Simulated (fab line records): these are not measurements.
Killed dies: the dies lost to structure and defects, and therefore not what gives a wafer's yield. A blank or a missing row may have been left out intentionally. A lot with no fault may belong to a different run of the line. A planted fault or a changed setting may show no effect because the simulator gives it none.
Chamber matching | flow n5 finfet | 4 sister chambers for N5_FIN_SAQP_MANDREL_ETCH_22 on rie si-05
The step etches a-Si in HBr/Cl2, stops on SiNx, target depth 60 nm, bt time 10 s, time 30 s. 8 wafers are shown with their chamber, then 9 later ones without.

== WAFERS PAIRED WITH THEIR CHAMBERS ==
wafer  | chamber | throttle valve pct (%) | drypump motor current A (A)
L075.3 | 0       | 34.5                   | 5.7
L080.2 | 0       | 34.5                   | 5.7
L080.6 | 1       | 34.8                   | 5.2
L081.2 | 1       | 34.9                   | 5.2
L081.5 | 2       | 35.3                   | 5.4
L083.1 | 2       | 35.3                   | 5.3
L083.2 | 3       | 36.0                   | 6.4
L083.4 | 3       | 36.0                   | 6.4

== WAFERS WITHOUT THEIR CHAMBER ==
wafer  | throttle valve pct (%) | drypump motor current A (A)
L088.1 | 34.8                   | 5.2
L088.5 | 34.9                   | 5.2
L088.6 | 35.1                   | 5.7
L093.1 | 35.1                   | 5.7
L093.3 | 34.9                   | 5.2
L093.4 | 35.1                   | 5.7
L097.1 | 35.1                   | 5.7
L097.4 | 34.9                   | 5.2
L097.5 | 35.3                   | 5.4

== THE CHAMBER EACH PASSED THROUGH ==
wafer  | from the rows above | in truth
L088.1 | 1                   | 1
L088.5 | 1                   | 1
L088.6 | 2                   | 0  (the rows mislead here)
L093.1 | 2                   | 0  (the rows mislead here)
L093.3 | 1                   | 1
L093.4 | 2                   | 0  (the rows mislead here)
L097.1 | 2                   | 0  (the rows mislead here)
L097.4 | 1                   | 1
L097.5 | 2                   | 2
Correct placement for 5 of the 9. Not placeable from these rows: 0. Wrongly placed: 4.
How it was worked out, from the rows above alone: a wafer's distance from a chamber is the root of the sum, over the readings, of the square of ((its reading less the chamber's mean) divided by the reading's scatter). If the next closest chamber is less than 2 further off than the closest, the wafer can't be placed; otherwise it belongs to the closest. Each chamber's mean is taken over the wafers shown for it. The scatter: the root of (the sum of the squares of (reading less its chamber's mean) over the shown wafers, divided by (wafers less chambers)).
